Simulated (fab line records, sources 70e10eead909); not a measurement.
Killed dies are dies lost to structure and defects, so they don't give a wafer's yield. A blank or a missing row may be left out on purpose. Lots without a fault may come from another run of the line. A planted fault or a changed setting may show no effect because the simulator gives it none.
Chamber matching | flow nand_harc | NHARC_P_M0_DESCUM_14 on rie_diel-11: 4 sister chambers
The step chemistry O2, time 3 s. 18 wafers are shown with their chamber, then 9 later ones without.

WAFERS WITH THEIR CHAMBER
wafer  | chamber | drypump_motor_current_A (A) | oes_product_au (a.u.) | rf_vpp_V (V)
L077.1 | 3       | 5.2                         | 0.985                 | 56.8
L077.2 | 2       | 6.7                         | 0.993                 | 58.0
L077.3 | 1       | 5.3                         | 0.989                 | 56.4
L079.2 | 0       | 6.0                         | 0.989                 | 58.9
L079.5 | 0       | 6.0                         | 0.980                 | 58.3
L079.6 | 3       | 5.1                         | 0.995                 | 58.1
L080.1 | 0       | 6.0                         | 0.989                 | 56.5
L080.2 | 3       | 5.2                         | 0.996                 | 58.5
L080.4 | 2       | 6.7                         | 0.992                 | 56.7
L082.2 | 3       | 5.2                         | 0.993                 | 59.5
L082.4 | 0       | 6.0                         | 0.991                 | 58.4
L082.5 | 2       | 6.6                         | 0.997                 | 57.7
L084.1 | 2       | 6.6                         | 1.011                 | 57.2
L084.4 | 1       | 5.4                         | 1.001                 | 57.8
L084.6 | 2       | 6.7                         | 1.005                 | 57.7
L085.1 | 1       | 5.3                         | 0.985                 | 57.0
L085.2 | 3       | 5.1                         | 0.997                 | 57.7
L085.5 | 3       | 5.1                         | 1.007                 | 57.0

SIGNATURES (means of the wafers above)
reading                 | chamber 0 | chamber 1 | chamber 2 | chamber 3 | scatter within a chamber
drypump_motor_current_A | 6.000     | 5.333     | 6.660     | 5.150     | 0.049
oes_product_au          | 0.98725   | 0.99167   | 0.99960   | 0.99550   | 0.00722
rf_vpp_V                | 58.025    | 57.067    | 57.460    | 57.933    | 0.86
Rule: a wafer's distance from a chamber is the root of the sum, over the readings, of the square of ((its reading less the chamber's mean) divided by the reading's scatter). The wafer belongs to the nearest chamber; if the next one is less than 2 further off, it can't be placed. The scatter: the root of (the sum of the squares of (reading less its chamber's mean) over the shown wafers, divided by (wafers less chambers)).

WAFERS WITHOUT THEIR CHAMBER
wafer  | drypump_motor_current_A (A) | oes_product_au (a.u.) | rf_vpp_V (V)
L086.1 | 5.3                         | 0.995                 | 56.5
L086.2 | 6.0                         | 0.993                 | 56.4
L086.5 | 5.3                         | 0.998                 | 57.7
L092.1 | 6.7                         | 1.017                 | 54.9
L092.4 | 5.2                         | 0.998                 | 57.0
L092.6 | 5.3                         | 1.011                 | 58.1
L096.1 | 5.2                         | 1.015                 | 59.5
L096.4 | 5.3                         | 1.021                 | 57.7
L096.6 | 5.2                         | 1.002                 | 57.6

WHICH CHAMBER EACH WENT THROUGH
wafer  | from the rows above     | in truth
L086.1 | 1                       | 1
L086.2 | 0                       | 0
L086.5 | can't be placed: 1 or 3 | 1
L092.1 | 2                       | 2
L092.4 | can't be placed: 3 or 1 | 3
L092.6 | can't be placed: 1 or 3 | 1
L096.1 | can't be placed: 3 or 1 | 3
L096.4 | can't be placed: 1 or 3 | 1
L096.6 | can't be placed: 3 or 1 | 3
Placed correctly: 3 of 9. Can't be placed from these rows: 6 (the true chamber is among the candidates in 6). Placed wrongly: 0.
